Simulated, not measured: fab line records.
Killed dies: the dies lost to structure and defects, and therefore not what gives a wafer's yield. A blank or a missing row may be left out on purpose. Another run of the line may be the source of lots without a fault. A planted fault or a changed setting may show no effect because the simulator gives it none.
Split-lot study :: flow n5 finfet :: route with 1938 steps; 7 lots, 21 wafers read

ON THE SPLIT
At N5_FIN_SAQP_COAT_50 (time 60 s, resist thk 35 nm), the setting spin rpm was moved away from the recipe's 1500 rpm on 11 of the 21 wafers read, by -4.4% to +8.3%. All remaining wafers had this setting at the recipe value.

FROM THE SPLIT TO THE READING: what the file shows between them, 4 steps
- N5_FIN_SAQP_COAT_10: resist thk 90 nm
- N5_FIN_SAQP_EBR_12
- N5_FIN_SAQP_DESCUM_21: chemistry O2, time 7.9 s
- N5_FIN_SAQP_ETCH_51: etches SiARC in CF4, target depth 45.5 nm, time 75.8 s

THE READING
SiARC_of_FIN_SAQP_COAT_50.thk nm (the simulator's own value, which no gauge read), in nm, at N5_FIN_SAQP_ETCH_52 (etches SOC in N2/H2, target depth 100 nm, overetch 20 nm, time 150 s). There is no usual value for it anywhere in the file. The 10 wafers here that ran the recipe average 29.06 nm, standard deviation 0.15 nm.

wafer: L082.1
tool, chamber at the split: litho track-03, 0
spin rpm as run, rpm: 1500
against the recipe: recipe
SiARC_of_FIN_SAQP_COAT_50.thk nm, nm: 29.03
against lot-mates on the recipe: -

wafer: L082.2
tool, chamber at the split: litho track-03, 0
spin rpm as run, rpm: 1625
against the recipe: +8.3%
SiARC_of_FIN_SAQP_COAT_50.thk nm, nm: 28.03
against lot-mates on the recipe: -0.92

wafer: L082.3
tool, chamber at the split: litho track-03, 0
spin rpm as run, rpm: 1500
against the recipe: recipe
SiARC_of_FIN_SAQP_COAT_50.thk nm, nm: 28.87
against lot-mates on the recipe: -

wafer: L083.4
tool, chamber at the split: litho track-04, 0
spin rpm as run, rpm: 1500
against the recipe: recipe
SiARC_of_FIN_SAQP_COAT_50.thk nm, nm: 29.42
against lot-mates on the recipe: -

wafer: L083.5
tool, chamber at the split: litho track-04, 0
spin rpm as run, rpm: 1434
against the recipe: -4.4%
SiARC_of_FIN_SAQP_COAT_50.thk nm, nm: 30.25
against lot-mates on the recipe: +0.83

wafer: L083.6
tool, chamber at the split: litho track-04, 0
spin rpm as run, rpm: 1434
against the recipe: -4.4%
SiARC_of_FIN_SAQP_COAT_50.thk nm, nm: 30.41
against lot-mates on the recipe: +0.99

wafer: L087.2
tool, chamber at the split: litho track-02, 0
spin rpm as run, rpm: 1580
against the recipe: +5.3%
SiARC_of_FIN_SAQP_COAT_50.thk nm, nm: 28.12
against lot-mates on the recipe: -0.88

wafer: L087.5
tool, chamber at the split: litho track-02, 0
spin rpm as run, rpm: 1500
against the recipe: recipe
SiARC_of_FIN_SAQP_COAT_50.thk nm, nm: 28.96
against lot-mates on the recipe: -

wafer: L087.6
tool, chamber at the split: litho track-02, 0
spin rpm as run, rpm: 1500
against the recipe: recipe
SiARC_of_FIN_SAQP_COAT_50.thk nm, nm: 29.03
against lot-mates on the recipe: -

wafer: L088.2
tool, chamber at the split: litho track-03, 0
spin rpm as run, rpm: 1550
against the recipe: +3.3%
SiARC_of_FIN_SAQP_COAT_50.thk nm, nm: 28.38
against lot-mates on the recipe: no lot-mate on the recipe

wafer: L088.5
tool, chamber at the split: litho track-03, 0
spin rpm as run, rpm: 1550
against the recipe: +3.3%
SiARC_of_FIN_SAQP_COAT_50.thk nm, nm: 28.52
against lot-mates on the recipe: no lot-mate on the recipe

wafer: L088.6
tool, chamber at the split: litho track-03, 0
spin rpm as run, rpm: 1550
against the recipe: +3.3%
SiARC_of_FIN_SAQP_COAT_50.thk nm, nm: 28.83
against lot-mates on the recipe: no lot-mate on the recipe

wafer: L089.1
tool, chamber at the split: litho track-04, 0
spin rpm as run, rpm: 1574
against the recipe: +4.9%
SiARC_of_FIN_SAQP_COAT_50.thk nm, nm: 28.23
against lot-mates on the recipe: -0.98

wafer: L089.5
tool, chamber at the split: litho track-04, 0
spin rpm as run, rpm: 1574
against the recipe: +4.9%
SiARC_of_FIN_SAQP_COAT_50.thk nm, nm: 28.18
against lot-mates on the recipe: -1.03

wafer: L089.6
tool, chamber at the split: litho track-04, 0
spin rpm as run, rpm: 1500
against the recipe: recipe
SiARC_of_FIN_SAQP_COAT_50.thk nm, nm: 29.21
against lot-mates on the recipe: -

wafer: L093.1
tool, chamber at the split: litho track-04, 0
spin rpm as run, rpm: 1500
against the recipe: recipe
SiARC_of_FIN_SAQP_COAT_50.thk nm, nm: 29.1
against lot-mates on the recipe: -

wafer: L093.3
tool, chamber at the split: litho track-04, 0
spin rpm as run, rpm: 1500
against the recipe: recipe
SiARC_of_FIN_SAQP_COAT_50.thk nm, nm: 29.06
against lot-mates on the recipe: -

wafer: L093.5
tool, chamber at the split: litho track-04, 0
spin rpm as run, rpm: 1500
against the recipe: recipe
SiARC_of_FIN_SAQP_COAT_50.thk nm, nm: 28.97
against lot-mates on the recipe: -

wafer: L094.1
tool, chamber at the split: litho track-03, 0
spin rpm as run, rpm: 1446
against the recipe: -3.6%
SiARC_of_FIN_SAQP_COAT_50.thk nm, nm: 29.59
against lot-mates on the recipe: +0.62

wafer: L094.4
tool, chamber at the split: litho track-03, 0
spin rpm as run, rpm: 1446
against the recipe: -3.6%
SiARC_of_FIN_SAQP_COAT_50.thk nm, nm: 29.57
against lot-mates on the recipe: +0.60

wafer: L094.5
tool, chamber at the split: litho track-03, 0
spin rpm as run, rpm: 1500
against the recipe: recipe
SiARC_of_FIN_SAQP_COAT_50.thk nm, nm: 28.97
against lot-mates on the recipe: -

THE FIT
A straight line over all 21 wafers: SiARC_of_FIN_SAQP_COAT_50.thk nm changes by -0.176 nm for each +1% of spin rpm; r = -0.94; the points scatter about the line by 0.23 nm.
The same after taking each lot's own level away (the mean of its wafers on the recipe; 18 wafers): -0.165 nm for each +1%; r = -0.97; scatter 0.15 nm.
On that fit, the largest move of spin rpm shifts the reading by 1.4 nm.
Across the lots, their own levels run from 28.950 to 29.420 nm, a range of 3.2 times the standard deviation given above.
The two slopes agree, so the slope changes little with the lot-to-lot level.
Check: for one of the wafers moved furthest among these (+8.3%), held out of the fit, the line's prediction against its lot-mates is -1.59 nm. Against them it came out at -0.92 nm.

ADDITIONAL SPLITS CARRIED BY THESE WAFERS
Note: prior to the reading, these wafers also went through further splits. Each is held against what the fit with the lots' levels taken away leaves over:
other split on the same wafers: N5_ZERO_LAYER_EXPOSE_08 dose mj
wafers away from the commonest value: 5
r with SiARC_of_FIN_SAQP_COAT_50.thk nm (lot level and that fit taken away): -0.21

other split on the same wafers: N5_WELL_APT_COAT_02 spin rpm
wafers away from the commonest value: 7
r with SiARC_of_FIN_SAQP_COAT_50.thk nm (lot level and that fit taken away): -0.19

other split on the same wafers: N5_FIN_SAQP_ALD_61 ald cycles
wafers away from the commonest value: 10
r with SiARC_of_FIN_SAQP_COAT_50.thk nm (lot level and that fit taken away): -0.46

THE WHOLE CHAIN: every reading that the file lists as answering this split, in the file's order
step: N5_FIN_SAQP_COAT_50
what it does: time 60 s, resist thk 35 nm
reading: SiARC_of_FIN_SAQP_COAT_50.thk nm (the simulator's own value, which no gauge read)
change (the file's fit): -0.172 nm for each +1% of the setting
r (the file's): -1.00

step: N5_FIN_SAQP_ETCH_51
what it does: etches SiARC in CF4, target depth 45.5 nm, time 75.8 s
reading: etch.depth nm (the simulator's own value, which no gauge read)
change (the file's fit): -0.172 nm for each +1% of the setting
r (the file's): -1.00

step: N5_FIN_SAQP_ETCH_51
what it does: etches SiARC in CF4, target depth 45.5 nm, time 75.8 s
reading: CAR-ArF_of_FIN_SAQP_COAT_10.thk nm (the simulator's own value, which no gauge read)
change (the file's fit): +0.172 nm for each +1% of the setting
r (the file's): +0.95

step: N5_FIN_SAQP_ETCH_52
what it does: etches SOC in N2/H2, target depth 100 nm, overetch 20 nm, time 150 s
reading: SiARC_of_FIN_SAQP_COAT_50.thk nm (the simulator's own value, which no gauge read)
change (the file's fit): -0.152 nm for each +1% of the setting
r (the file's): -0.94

THE FILE'S OWN FIT
SiARC_of_FIN_SAQP_COAT_50.thk nm changes by -0.152 nm for each +1% of spin rpm, r = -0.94.
